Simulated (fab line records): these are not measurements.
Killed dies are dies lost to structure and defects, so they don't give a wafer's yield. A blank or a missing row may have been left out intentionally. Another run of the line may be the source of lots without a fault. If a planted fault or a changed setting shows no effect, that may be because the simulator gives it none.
Matching of chambers / flow n5-finfet / N5_BEOL_M0_CUTY_DESCUM_61 on rie-diel-03 has 4 sister chambers
The step chemistry O2, time 7.9 s. 20 wafers are shown with their chamber, then 10 later ones without.

EACH WAFER AND ITS CHAMBER
wafer=L075.1; chamber=2; throttle-valve-pct (%)=20.06; showerhead-plenum-p-Torr (Torr)=2.07; oes-product-au (a.u.)=0.98
wafer=L075.3; chamber=0; throttle-valve-pct (%)=20.63; showerhead-plenum-p-Torr (Torr)=2.16; oes-product-au (a.u.)=0.95
wafer=L075.5; chamber=1; throttle-valve-pct (%)=20.59; showerhead-plenum-p-Torr (Torr)=1.98; oes-product-au (a.u.)=0.71
wafer=L078.3; chamber=0; throttle-valve-pct (%)=20.63; showerhead-plenum-p-Torr (Torr)=2.15; oes-product-au (a.u.)=0.92
wafer=L078.5; chamber=0; throttle-valve-pct (%)=20.63; showerhead-plenum-p-Torr (Torr)=2.15; oes-product-au (a.u.)=0.92
wafer=L078.6; chamber=3; throttle-valve-pct (%)=20.06; showerhead-plenum-p-Torr (Torr)=2.23; oes-product-au (a.u.)=0.97
wafer=L080.2; chamber=3; throttle-valve-pct (%)=20.06; showerhead-plenum-p-Torr (Torr)=2.22; oes-product-au (a.u.)=0.96
wafer=L080.4; chamber=2; throttle-valve-pct (%)=20.11; showerhead-plenum-p-Torr (Torr)=2.07; oes-product-au (a.u.)=0.92
wafer=L080.5; chamber=2; throttle-valve-pct (%)=20.08; showerhead-plenum-p-Torr (Torr)=2.07; oes-product-au (a.u.)=0.92
wafer=L081.1; chamber=2; throttle-valve-pct (%)=20.11; showerhead-plenum-p-Torr (Torr)=2.07; oes-product-au (a.u.)=0.93
wafer=L081.2; chamber=1; throttle-valve-pct (%)=20.61; showerhead-plenum-p-Torr (Torr)=1.97; oes-product-au (a.u.)=0.69
wafer=L081.3; chamber=3; throttle-valve-pct (%)=20.06; showerhead-plenum-p-Torr (Torr)=2.22; oes-product-au (a.u.)=0.95
wafer=L082.1; chamber=0; throttle-valve-pct (%)=20.66; showerhead-plenum-p-Torr (Torr)=2.15; oes-product-au (a.u.)=0.90
wafer=L082.3; chamber=2; throttle-valve-pct (%)=20.11; showerhead-plenum-p-Torr (Torr)=2.07; oes-product-au (a.u.)=0.93
wafer=L082.6; chamber=3; throttle-valve-pct (%)=20.07; showerhead-plenum-p-Torr (Torr)=2.22; oes-product-au (a.u.)=0.94
wafer=L083.2; chamber=0; throttle-valve-pct (%)=20.65; showerhead-plenum-p-Torr (Torr)=2.15; oes-product-au (a.u.)=0.89
wafer=L083.5; chamber=2; throttle-valve-pct (%)=20.10; showerhead-plenum-p-Torr (Torr)=2.06; oes-product-au (a.u.)=0.92
wafer=L083.6; chamber=3; throttle-valve-pct (%)=20.07; showerhead-plenum-p-Torr (Torr)=2.22; oes-product-au (a.u.)=0.94
wafer=L084.3; chamber=1; throttle-valve-pct (%)=20.61; showerhead-plenum-p-Torr (Torr)=1.97; oes-product-au (a.u.)=0.69
wafer=L084.5; chamber=0; throttle-valve-pct (%)=20.66; showerhead-plenum-p-Torr (Torr)=2.15; oes-product-au (a.u.)=0.88

SIGNATURES, as means of the wafers listed above
reading=throttle-valve-pct; chamber 0=20.6433; chamber 1=20.6033; chamber 2=20.0950; chamber 3=20.0640; scatter within a chamber=0.0151
reading=showerhead-plenum-p-Torr; chamber 0=2.1517; chamber 1=1.9733; chamber 2=2.0683; chamber 3=2.2220; scatter within a chamber=0.00443
reading=oes-product-au; chamber 0=0.9100; chamber 1=0.6967; chamber 2=0.9333; chamber 3=0.9520; scatter within a chamber=0.0207
Rule: for each reading, subtract the chamber's mean from the wafer's reading, divide by that reading's scatter and square the result; add these up over the readings and take the root, which gives the wafer's distance from the chamber. If the next closest chamber is less than 2 further off than the closest, the wafer can't be placed; otherwise it belongs to the closest. The scatter: the root of (the sum of the squares of (reading less its chamber's mean) over the shown wafers, divided by (wafers less chambers)).

WAFERS WITHOUT THEIR CHAMBER
wafer=L084.6; throttle-valve-pct (%)=20.63; showerhead-plenum-p-Torr (Torr)=1.97; oes-product-au (a.u.)=0.69
wafer=L089.2; throttle-valve-pct (%)=20.68; showerhead-plenum-p-Torr (Torr)=2.14; oes-product-au (a.u.)=0.88
wafer=L089.3; throttle-valve-pct (%)=20.64; showerhead-plenum-p-Torr (Torr)=1.97; oes-product-au (a.u.)=0.69
wafer=L089.6; throttle-valve-pct (%)=20.10; showerhead-plenum-p-Torr (Torr)=2.22; oes-product-au (a.u.)=0.91
wafer=L095.2; throttle-valve-pct (%)=20.70; showerhead-plenum-p-Torr (Torr)=2.14; oes-product-au (a.u.)=0.86
wafer=L095.3; throttle-valve-pct (%)=20.15; showerhead-plenum-p-Torr (Torr)=2.06; oes-product-au (a.u.)=0.88
wafer=L095.5; throttle-valve-pct (%)=20.10; showerhead-plenum-p-Torr (Torr)=2.21; oes-product-au (a.u.)=0.88
wafer=L096.2; throttle-valve-pct (%)=20.11; showerhead-plenum-p-Torr (Torr)=2.21; oes-product-au (a.u.)=0.87
wafer=L096.4; throttle-valve-pct (%)=20.70; showerhead-plenum-p-Torr (Torr)=2.14; oes-product-au (a.u.)=0.85
wafer=L096.6; throttle-valve-pct (%)=20.11; showerhead-plenum-p-Torr (Torr)=2.21; oes-product-au (a.u.)=0.88

EACH ONE'S CHAMBER
wafer=L084.6; from the rows above=1; in truth=1
wafer=L089.2; from the rows above=0; in truth=0
wafer=L089.3; from the rows above=1; in truth=1
wafer=L089.6; from the rows above=3; in truth=3
wafer=L095.2; from the rows above=0; in truth=0
wafer=L095.3; from the rows above=2; in truth=2
wafer=L095.5; from the rows above=3; in truth=3
wafer=L096.2; from the rows above=3; in truth=3
wafer=L096.4; from the rows above=0; in truth=0
wafer=L096.6; from the rows above=3; in truth=3
Correctly placed: 10 of 10. Number that these rows cannot place: 0. 0 placed wrongly.
